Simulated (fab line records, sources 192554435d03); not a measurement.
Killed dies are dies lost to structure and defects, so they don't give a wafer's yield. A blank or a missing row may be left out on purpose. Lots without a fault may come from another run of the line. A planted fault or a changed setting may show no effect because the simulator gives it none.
Chamber matching | flow n5_finfet | N5_BEOL_M0_SAQP_MANDREL_ETCH_103 on rie_si-02: 4 sister chambers
The step etches a-Si in HBr/Cl2, stops on SiCN, target depth 45 nm, bt time 10 s, time 27 s. 8 wafers are shown with their chamber, then 8 later ones without.

WAFERS WITH THEIR CHAMBER
wafer  | chamber | throttle_valve_pct (%) | drypump_motor_current_A (A)
L081.5 | 0       | 35.27                  | 5.7
L085.4 | 2       | 35.69                  | 5.6
L087.5 | 2       | 35.71                  | 5.5
L087.6 | 1       | 34.84                  | 6.2
L088.2 | 1       | 34.85                  | 6.2
L088.3 | 3       | 35.29                  | 5.4
L088.6 | 0       | 35.26                  | 5.7
L090.1 | 3       | 35.32                  | 5.4

WAFERS WITHOUT THEIR CHAMBER
wafer  | throttle_valve_pct (%) | drypump_motor_current_A (A)
L090.3 | 35.71                  | 5.5
L090.4 | 34.86                  | 6.2
L094.1 | 35.72                  | 5.5
L094.2 | 34.86                  | 6.2
L094.4 | 35.30                  | 5.4
L095.2 | 35.29                  | 5.4
L095.4 | 35.69                  | 5.6
L095.6 | 35.26                  | 5.7

WHICH CHAMBER EACH WENT THROUGH
wafer  | from the rows above | in truth
L090.3 | 2                   | 2
L090.4 | 1                   | 1
L094.1 | 2                   | 2
L094.2 | 1                   | 1
L094.4 | 3                   | 3
L095.2 | 3                   | 3
L095.4 | 2                   | 2
L095.6 | 0                   | 0
Placed correctly: 8 of 8. Can't be placed from these rows: 0. Placed wrongly: 0.
How it was worked out, from the rows above alone: a wafer's distance from a chamber is the root of the sum, over the readings, of the square of ((its reading less the chamber's mean) divided by the reading's scatter). The wafer belongs to the nearest chamber; if the next one is less than 2 further off, it can't be placed. A chamber's mean is the mean of its shown wafers. The scatter: the root of (the sum of the squares of (reading less its chamber's mean) over the shown wafers, divided by (wafers less chambers)).
